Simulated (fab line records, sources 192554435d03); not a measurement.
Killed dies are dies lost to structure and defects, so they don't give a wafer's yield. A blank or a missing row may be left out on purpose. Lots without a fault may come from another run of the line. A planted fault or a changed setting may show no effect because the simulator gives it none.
Chamber matching | flow n5_finfet | N5_STI_FIN_REVEAL_CMP_04 on cmp-01: 4 sister chambers
The step polishes, stops on Si3N4, t overpolish 4 s, target thk 131.83 nm. 7 wafers are shown with their chamber, then 7 later ones without.

WAFERS WITH THEIR CHAMBER
wafer  | chamber | motor_current_A (A) | overpolish_run_s (s)
L077.6 | 0       | 7.8                 | 4.000
L081.5 | 1       | 8.6                 | 4.003
L081.6 | 0       | 7.7                 | 4.017
L085.2 | 3       | 8.1                 | 4.018
L085.4 | 1       | 8.8                 | 3.995
L089.3 | 2       | 6.7                 | 4.002
L089.5 | 2       | 6.8                 | 4.000

WAFERS WITHOUT THEIR CHAMBER
wafer  | motor_current_A (A) | overpolish_run_s (s)
L089.6 | 7.6                 | 4.002
L093.3 | 6.5                 | 4.001
L093.4 | 8.9                 | 3.990
L093.6 | 7.2                 | 4.010
L094.1 | 7.7                 | 4.001
L094.2 | 8.7                 | 4.001
L094.6 | 7.7                 | 4.013

WHICH CHAMBER EACH WENT THROUGH
wafer  | from the rows above     | in truth
L089.6 | 0                       | 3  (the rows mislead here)
L093.3 | 2                       | 2
L093.4 | 1                       | 1
L093.6 | can't be placed: 2 or 0 | 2
L094.1 | 0                       | 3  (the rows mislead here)
L094.2 | 1                       | 1
L094.6 | 0                       | 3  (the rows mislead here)
Placed correctly: 3 of 7. Can't be placed from these rows: 1 (the true chamber is among the candidates in 1). Placed wrongly: 3.
How it was worked out, from the rows above alone: a wafer's distance from a chamber is the root of the sum, over the readings, of the square of ((its reading less the chamber's mean) divided by the reading's scatter). The wafer belongs to the nearest chamber; if the next one is less than 2 further off, it can't be placed. A chamber's mean is the mean of its shown wafers. The scatter: the root of (the sum of the squares of (reading less its chamber's mean) over the shown wafers, divided by (wafers less chambers)).
